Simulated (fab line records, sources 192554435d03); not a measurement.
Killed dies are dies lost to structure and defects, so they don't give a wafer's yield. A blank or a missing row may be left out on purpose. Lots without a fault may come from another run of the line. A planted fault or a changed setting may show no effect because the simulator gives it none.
Which tool did it? | flow n5_finfet | 8 lots, 24 wafers sampled, at 2 steps of a route of 1938

WHAT THE GAUGES READ, wafer by wafer
N5_BEOL_M0_SAQP_CD_MEAS_25: target cd 13.1 nm.
lot  | measured     | on        | cd_nm (nm)
L979 | day 5 22:42  | cd_sem-01 | 12.78 12.96 12.58
L990 | day 8 17:39  | cd_sem-01 | 12.59 12.37 12.61
L993 | day 9 12:38  | cd_sem-01 | 12.75 12.76 12.72
L994 | day 9 15:20  | cd_sem-03 | 13.06 12.80 12.69
L995 | day 9 23:47  | cd_sem-01 | 12.50 13.06 12.44
L997 | day 10 09:31 | cd_sem-02 | 12.65 13.02 13.10
L100 | day 10 23:09 | cd_sem-01 | 12.77 12.63 12.89
L101 | day 11 11:39 | cd_sem-02 | 12.78 13.33 13.13

WHICH TOOL RAN EACH LOT (tool, then ch and the chambers of the sampled wafers, then the start)
lot  | N5_BEOL_M0_SAQP_RECESS_114
L979 | vapor_etch-02 ch 0,1, day 5 21:38
L990 | vapor_etch-01 ch 0, day 8 15:07
L993 | vapor_etch-01 ch 1, day 9 11:29
L994 | vapor_etch-02 ch 0,1, day 9 14:23
L995 | vapor_etch-01 ch 0,1, day 9 21:57
L997 | vapor_etch-01 ch 0,1, day 10 08:28
L100 | vapor_etch-02 ch 0,1, day 10 22:05
L101 | vapor_etch-02 ch 0,1, day 11 10:35
- N5_BEOL_M0_SAQP_RECESS_114: chemistry HF/NH3, target SiO2, target depth 14.4 nm, afs cycles 3, sublimation time 60 s.

THE ANSWER, worked out from the rows above alone
Rule: what is usual is taken from the lots themselves. Put in order of their means at a reading, lots are off if they are a third of the lots or fewer, leave a main group of 4 or more, and stand apart from it by a gap of 3 or more times the standard deviation of the main group's means; of several such gaps the widest counts. A main group whose means are all the same, to the digits that the tables above print for the reading, isn't used. A lot without any number at a reading at which 4 lots or more have one is off too. The other lots that the step has rows for count as sound.
No lot is off at any reading shown: from this, nothing can be told.

WHAT THE SIMULATOR HAD PUT IN
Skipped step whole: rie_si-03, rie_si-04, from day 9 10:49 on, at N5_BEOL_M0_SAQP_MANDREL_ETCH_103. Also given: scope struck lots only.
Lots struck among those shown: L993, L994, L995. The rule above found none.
